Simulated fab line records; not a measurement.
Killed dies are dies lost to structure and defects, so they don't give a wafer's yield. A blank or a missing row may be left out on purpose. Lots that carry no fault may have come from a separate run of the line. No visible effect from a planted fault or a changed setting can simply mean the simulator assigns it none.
Which tool was responsible? ; flow n5Finfet ; 10 lots, 30 wafers sampled, at 6 steps of a route of 1938

== WHAT THE GAUGES SHOWED, per wafer ==
N5_BEOL_M4_RS_MEAS_58: uses a four-point probe to measure. Usual: M4_RS gives 0.67 ohm/sq (standard deviation 0.031).
lot;measured;on;M4_RS (ohm/sq);flag
L464;day 8 07:20;filmMetro-02;0.65 0.68 0.69;
L465;day 8 13:17;filmMetro-01;0.67 0.69 0.64;
L466;day 8 14:40;filmMetro-02;0.63 0.65 0.67;
L471;day 10 07:37;filmMetro-02;0.65 0.73 0.68;
L475;day 11 10:56;filmMetro-01;0.67 0.61 0.70;
L478;day 11 18:29;filmMetro-02;0.67 0.70 0.70;
L479;day 11 23:48;filmMetro-01;0.68 0.63 0.64;
L482;day 12 23:53;filmMetro-02;0.65 0.72 0.71;
L483;day 13 03:35;filmMetro-01;0.70 0.74 0.71;
L484;day 13 10:08;filmMetro-01;0.69 0.69 0.69;

N5_BEOL_M4_RC_MEAS_101. Usual: DIBL_N 36.3 mV/V, standard deviation 1.7; DIBL_P 36.5 mV/V, standard deviation 1.8; IOFF_N 0.16 nA/um, standard deviation 0.033; IOFF_P 0.21 nA/um, standard deviation 0.037; ION_N 675 uA/um, standard deviation 11; ION_P 462 uA/um, standard deviation 7.9; SS_N 71.6 mV/dec, standard deviation 0.64; SS_P 73.3 mV/dec, standard deviation 0.68; VT_N 249 mV, standard deviation 3.3; VT_P -250 mV, standard deviation 3.3.
lot;measured;on;DIBL_N (mV/V);DIBL_P (mV/V);IOFF_N (nA/um);IOFF_P (nA/um);ION_N (uA/um);ION_P (uA/um);SS_N (mV/dec);SS_P (mV/dec);VT_N (mV);VT_P (mV);flag
L464;day 8 07:23;prober-01;37.0 35.9 36.4;37.9 36.4 36.4;0.16 0.14 0.14;0.23 0.22 0.21;674 669 675;464 461 471;71.5 71.1 71.3;73.7 73.5 73.1;249 251 251;-251 -250 -250;
L465;day 8 13:29;prober-01;35.7 33.6 36.1;36.1 33.4 36.5;0.15 0.11 0.14;0.18 0.14 0.18;682 681 677;467 462 463;71.0 71.0 71.5;73.3 72.8 73.3;251 255 253;-251 -257 -253;
L466;day 8 14:43;prober-01;36.4 38.2 37.6;35.8 38.6 37.2;0.15 0.19 0.16;0.22 0.26 0.24;672 682 671;463 470 466;72.0 71.9 72.3;72.9 74.6 74.0;249 245 250;-248 -246 -245;
L471;day 10 07:46;prober-02;34.4 36.1 36.9;34.8 37.7 38.2;0.11 0.14 0.15;0.16 0.21 0.20;662 653 662;448 460 450;70.0 70.6 71.1;72.8 73.9 73.8;253 253 251;-257 -251 -253;
L475;day 11 10:59;prober-02;38.8 36.4 38.9;39.3 34.7 38.0;0.21 0.15 0.21;0.25 0.17 0.22;672 665 676;458 448 453;71.6 71.3 72.8;74.9 72.5 74.5;245 253 248;-249 -253 -250;
L478;day 11 18:43;prober-02;38.3 37.4 39.3;38.1 36.6 38.4;0.17 0.15 0.17;0.20 0.19 0.20;681 660 661;455 457 450;72.2 72.0 73.0;74.4 73.6 73.8;250 252 251;-254 -255 -253;
L479;day 12 00:10;prober-02;37.3 35.6 35.4;35.4 34.2 34.3;0.16 0.15 0.14;0.22 0.22 0.21;675 703 677;466 481 469;71.4 71.4 71.2;72.8 72.5 72.8;247 246 249;-246 -244 -245;
L482;day 13 00:05;prober-02;33.4 35.3 34.3;33.1 34.8 33.9;0.13 0.16 0.14;0.17 0.19 0.18;682 677 672;465 462 459;71.4 71.3 71.9;72.7 73.6 73.2;251 247 250;-254 -251 -252;
L483;day 13 03:38;prober-02;40.0 38.2 37.6;40.9 38.7 37.9;0.28 0.23 0.21;0.27 0.24 0.22;717 695 687;475 461 459;72.9 73.1 71.7;74.6 74.5 73.4;241 242 245;-250 -249 -251;
L484;day 13 10:11;prober-02;36.2 37.3 37.5;35.1 36.3 37.0;0.14 0.16 0.16;0.17 0.18 0.20;662 677 673;447 458 458;71.2 72.1 71.5;73.8 73.9 74.2;253 249 247;-251 -254 -253;

N5_BEOL_M5_THK_MEAS_01. Usual: M5_ILD_THK gives 120.9 nm (standard deviation 1.9).
lot;measured;on;M5_ILD_THK (nm);flag
L464;day 8 08:56;filmMetro-02;122.5 124.5 122.9;
L465;day 8 14:53;filmMetro-02;120.5 123.3 124.9;
L466;day 8 16:15;filmMetro-02;117.5 120.5 121.2;
L471;day 10 09:20;filmMetro-02;118.8 117.2 118.8;
L475;day 11 12:53;filmMetro-01;122.3 119.6 124.8;
L478;day 11 20:13;filmMetro-01;120.5 120.2 121.5;
L479;day 12 01:23;filmMetro-02;117.6 121.6 121.6;
L482;day 13 02:00;filmMetro-02;121.4 119.3 121.4;
L483;day 13 05:54;filmMetro-02;121.0 123.2 121.3;
L484;day 13 12:11;filmMetro-01;120.8 120.9 124.2;

N5_BEOL_M5_OVL_MEAS_12. Usual: M5_OVL gives -0.3 nm (standard deviation 0.69).
lot;measured;on;M5_OVL (nm);flag
L464;day 8 10:22;overlay-02;-0.5 1.0 -0.5;
L465;day 8 17:12;overlay-01;0.3 0.4 -0.2;
L466;day 8 17:54;overlay-01;-0.8 0.1 0.4;
L471;day 10 09:52;overlay-02;13.3 11.5 12.9;OFF
L475;day 11 13:32;overlay-02;13.3 12.8 12.7;OFF
L478;day 11 23:17;overlay-02;0.3 -0.4 -0.1;
L479;day 12 02:29;overlay-01;-0.2 0.6 -1.0;
L482;day 13 02:51;overlay-02;-0.3 0.1 -0.5;
L483;day 13 10:45;overlay-02;1.2 -0.5 0.1;
L484;day 13 13:29;overlay-02;-0.4 -0.8 -0.9;

== WHICH TOOL RAN EACH LOT (tool, then ch and the chambers of the sampled wafers, then the start) ==
lot;N5_BEOL_M4_CMP_52;N5_BEOL_M5_EXPOSE_08
L464;cmp-04 ch 0,1,3, day 8 06:47;euvScanner-02 ch 0, day 8 10:13
L465;cmp-01 ch 0,1, day 8 12:43;euvScanner-01 ch 0, day 8 17:02
L466;cmp-01 ch 0,1,2, day 8 14:07;euvScanner-02 ch 0, day 8 17:44
L471;cmp-04 ch 0,1,2, day 10 07:04;euvScanner-02 ch 0, day 10 09:43
L475;cmp-03 ch 0,1,3, day 11 10:19;euvScanner-02 ch 0, day 11 13:22
L478;cmp-03 ch 1,2,3, day 11 17:56;euvScanner-01 ch 0, day 11 23:08
L479;cmp-01 ch 0,1,3, day 11 23:19;euvScanner-01 ch 0, day 12 02:20
L482;cmp-04 ch 1,2,3, day 12 23:20;euvScanner-01 ch 0, day 13 02:41
L483;cmp-03 ch 1,2,3, day 13 03:04;euvScanner-01 ch 0, day 13 10:35
L484;cmp-04 ch 1,3, day 13 09:34;euvScanner-01 ch 0, day 13 13:20
- N5_BEOL_M4_CMP_52: polishes, stops on SiOC, t overpolish 6.8 s, target thk 40 nm.
- N5_BEOL_M5_EXPOSE_08: exposes mask M5, target cd 28 nm.

== AS READ BY THE TOOLS THEMSELVES (means over the sampled wafers that have a number; for cases with no such wafer, the mark the record gives instead) ==
N5_BEOL_M4_CMP_52. Usual: barrierFieldEndpointS 24.8 s, standard deviation 0.71; headPressurePsi 1.0000 psi, standard deviation 0.002; motorCurrentA 6.1 A, standard deviation 0.68; overpolishRunS 6.800 s, standard deviation 0.0095; timeToEndpointS 62 s, standard deviation 4.
lot;tool;barrierFieldEndpointS (s);headPressurePsi (psi);motorCurrentA (A);overpolishRunS (s);timeToEndpointS (s);flag
L464;cmp-04;24.9;1.0003;6.2;6.801;62;
L465;cmp-01;25.4;1.0023;5.8;6.794;62;
L466;cmp-01;24.6;1.0000;6.1;6.803;61;
L471;cmp-04;24.5;0.9995;5.8;6.791;60;
L475;cmp-03;24.2;0.9992;5.9;6.810;58;
L478;cmp-03;23.7;0.9997;5.8;6.807;58;
L479;cmp-01;24.6;1.0010;6.0;6.791;62;
L482;cmp-04;25.7;1.0014;6.4;6.799;66;
L483;cmp-03;24.1;0.9981;5.9;6.803;57;
L484;cmp-04;25.0;1.0007;6.6;6.807;64;

== THE ANSWER, worked out from the rows above alone ==
Rule: take the mean of a lot's wafers that have a number; if it is more than 3 standard deviations from the usual mean, the lot is off. A lot without any number at a reading at which 4 lots or more have one is off too. All remaining lots with rows at the step are treated as sound. After the gauges, taken in route order, come the tools' own readings; for these a lot's mean is taken, as printed above. The first step at which some lot is off is used, and at that step the reading that is off furthest; a lot without a number counts as furthest.
Off: at N5_BEOL_M5_OVL_MEAS_12 (M5_OVL), L471, L475.
If a tool, at a process step before that reading, ran all the lots that are off and no sound lot after the first of them, it fits. The gauges at N5_BEOL_M5_OVL_MEAS_12 are tried like those tools. One fits: euvScanner-02 at N5_BEOL_M5_EXPOSE_08. Its last sound lot is L466 (day 8 17:44), its first lot that is off L471 (day 10 09:43): a fault that began between those two fits.

== WHAT THE SIMULATOR HAD INSERTED ==
Scanner matching overlay: euvScanner-02, from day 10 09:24 on, at N5_BEOL_M5_EXPOSE_08. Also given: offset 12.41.
Lots struck among those shown: L471, L475. This agrees with what the rule above found.
